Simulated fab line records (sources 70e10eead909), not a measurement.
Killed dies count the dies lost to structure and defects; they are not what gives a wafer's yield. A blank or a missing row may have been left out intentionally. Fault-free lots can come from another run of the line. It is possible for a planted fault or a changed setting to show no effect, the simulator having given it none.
A lot that was struck, set against a sound lot	flow nandHarc	14 steps out of a route of 1159
Sound: wafers L858.3, L858.4, L858.5. The struck wafers were L859.1, L859.3, L859.6. At the end, the cause is stated.
Each step with rows lists, per side, the tool, then ch with its chambers, then its first start. Under that, the readings that differ: sound wafers	struck wafers	difference of the means	sigmas: that difference in standard deviations of wafers without a fault.
alike: readings with means less than 2 such deviations apart, plus words and numbers identical on both sides. not compared: withheld readings, readings lacking a value on some wafer, bounds such as >300 that could conceal the same value, and numbers that have no deviation in the record and whose values overlap.
The two part at a step that has a row with sigmas, a row that says differs or no value, or rows on one side only. Numbers that don't overlap but have no deviation are shown without sigmas and don't part them. A reading that every wafer of one side lacks parts them only if that side has two wafers or more.

first, 1 step without rows for these wafers: NHARC_A_ONON_D1_DEP_19 (target thk 1000 nm).
NHARC_A_ONON_D1_THK_MEAS_21: measures by ellipsometry.
  sound: filmMetro-01 at day 7 22:05; struck: filmMetro-01 at day 8 06:16
  alike: thkNm
then, 1 step without rows for these wafers: NHARC_A_ONON_D1_DEP_22 (target thk 1000 nm).
NHARC_A_ONON_D1_THK_MEAS_24: measures by ellipsometry.
  sound: filmMetro-01 at day 7 22:38; struck: filmMetro-01 at day 8 06:50
  alike: thkNm
then, 1 step without rows for these wafers: NHARC_A_ONON_D1_DEP_25 (target thk 1000 nm).
NHARC_A_ONON_D1_THK_MEAS_27: measures by ellipsometry.
  sound: filmMetro-01 at day 7 23:13; struck: filmMetro-01 at day 8 07:24
  alike: thkNm
then, 1 step without rows for these wafers: NHARC_A_ONON_D1_DEP_28 (target thk 1000 nm).
NHARC_A_ONON_D1_THK_MEAS_30: measures by ellipsometry.
  sound: filmMetro-01 at day 7 23:46; struck: filmMetro-01 at day 8 07:58
  alike: thkNm
NHARC_A_ONON_D1_DEP_33: deposits SiO2, target thk 200 nm.
  sound on pecvd-03 ch 0,1,2, day 7 23:52; struck on pecvd-03 ch 0,2, day 8 08:01
  alike: flowSccm, heaterPowerW, rfFwdPowerW, throttleValvePct
NHARC_A_ONON_D1_THK_MEAS_34: measures by ellipsometry.
  sound: filmMetro-01 at day 8 00:14; struck: filmMetro-01 at day 8 08:26
  alike: thkNm
NHARC_A_ONON_D1_INSPECT_32:
  sound: defectInspect-01 at day 8 00:18; struck: defectInspect-01 at day 8 08:30
  alike: rawDefectCount
NHARC_A_CHANNEL_HOLE_D1_DEP_00: deposits aC, target thk 3100 nm.
  sound on aclDep-03 ch 0, day 8 01:00; struck on aclDep-03 ch 0, day 8 16:46
  alike: throttleValvePct
NHARC_A_CHANNEL_HOLE_D1_DEP_01: deposits SiON, target thk 140 nm.
  sound on pecvd-01 ch 0,1, day 8 02:17; struck on pecvd-04 ch 0,1,2, day 8 18:47
  alike: heaterPowerW, rfFwdPowerW
-- jump in the record: it breaks off in module A_CHANNEL_HOLE_D1 and resumes in module END (first step shown: number 1159 of the route), and 12 days separate the struck wafers' starts before and after --
NHARC_END_SORT_01:
  at this point the record logs the struck wafers (prober-01 ch 0, day 20 08:37) and has no rows for the sound ones

WHERE THEY PART
Only at NHARC_END_SORT_01, as far as this record shows.

WHY: what the simulator had put in
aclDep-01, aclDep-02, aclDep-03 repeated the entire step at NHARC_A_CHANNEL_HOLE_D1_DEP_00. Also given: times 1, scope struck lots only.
